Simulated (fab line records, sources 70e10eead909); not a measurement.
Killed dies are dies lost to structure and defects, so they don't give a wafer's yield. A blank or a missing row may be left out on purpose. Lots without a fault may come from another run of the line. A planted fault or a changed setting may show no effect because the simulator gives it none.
Chamber matching | flow nand_harc | NHARC_P_M0_PRE_CLEAN_31 on pecvd-01: 3 sister chambers
The step time 12 s. 18 wafers are shown with their chamber, then 9 later ones without.

WAFERS WITH THEIR CHAMBER
wafer  | chamber | heater_power_w (W)
L074.1 | 0       | 521
L074.3 | 1       | 605
L074.5 | 2       | 639
L078.2 | 2       | 693
L078.4 | 2       | 693
L078.6 | 1       | 543
L080.4 | 0       | 654
L080.5 | 1       | 588
L080.6 | 2       | 768
L084.1 | 1       | 520
L084.3 | 0       | 612
L084.5 | 0       | 621
L088.1 | 1       | 556
L088.2 | 0       | 591
L088.6 | 1       | 539
L089.1 | 1       | 586
L089.3 | 2       | 781
L089.4 | 2       | 766

SIGNATURES (means of the wafers above)
reading        | chamber 0 | chamber 1 | chamber 2 | scatter within a chamber
heater_power_w | 599.80    | 562.43    | 723.33    | 46
Rule: a wafer's distance from a chamber is the root of the sum, over the readings, of the square of ((its reading less the chamber's mean) divided by the reading's scatter). The wafer belongs to the nearest chamber; if the next one is less than 2 further off, it can't be placed. The scatter: the root of (the sum of the squares of (reading less its chamber's mean) over the shown wafers, divided by (wafers less chambers)).

WAFERS WITHOUT THEIR CHAMBER
wafer  | heater_power_w (W)
L091.1 | 594
L091.3 | 713
L091.4 | 589
L092.2 | 578
L092.3 | 583
L092.6 | 761
L093.2 | 579
L093.5 | 602
L093.6 | 575

WHICH CHAMBER EACH WENT THROUGH
wafer  | from the rows above     | in truth
L091.1 | can't be placed: 0 or 1 | 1
L091.3 | 2                       | 2
L091.4 | can't be placed: 0 or 1 | 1
L092.2 | can't be placed: 1 or 0 | 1
L092.3 | can't be placed: 0 or 1 | 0
L092.6 | 2                       | 2
L093.2 | can't be placed: 1 or 0 | 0
L093.5 | can't be placed: 0 or 1 | 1
L093.6 | can't be placed: 1 or 0 | 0
Placed correctly: 2 of 9. Can't be placed from these rows: 7 (the true chamber is among the candidates in 7). Placed wrongly: 0.
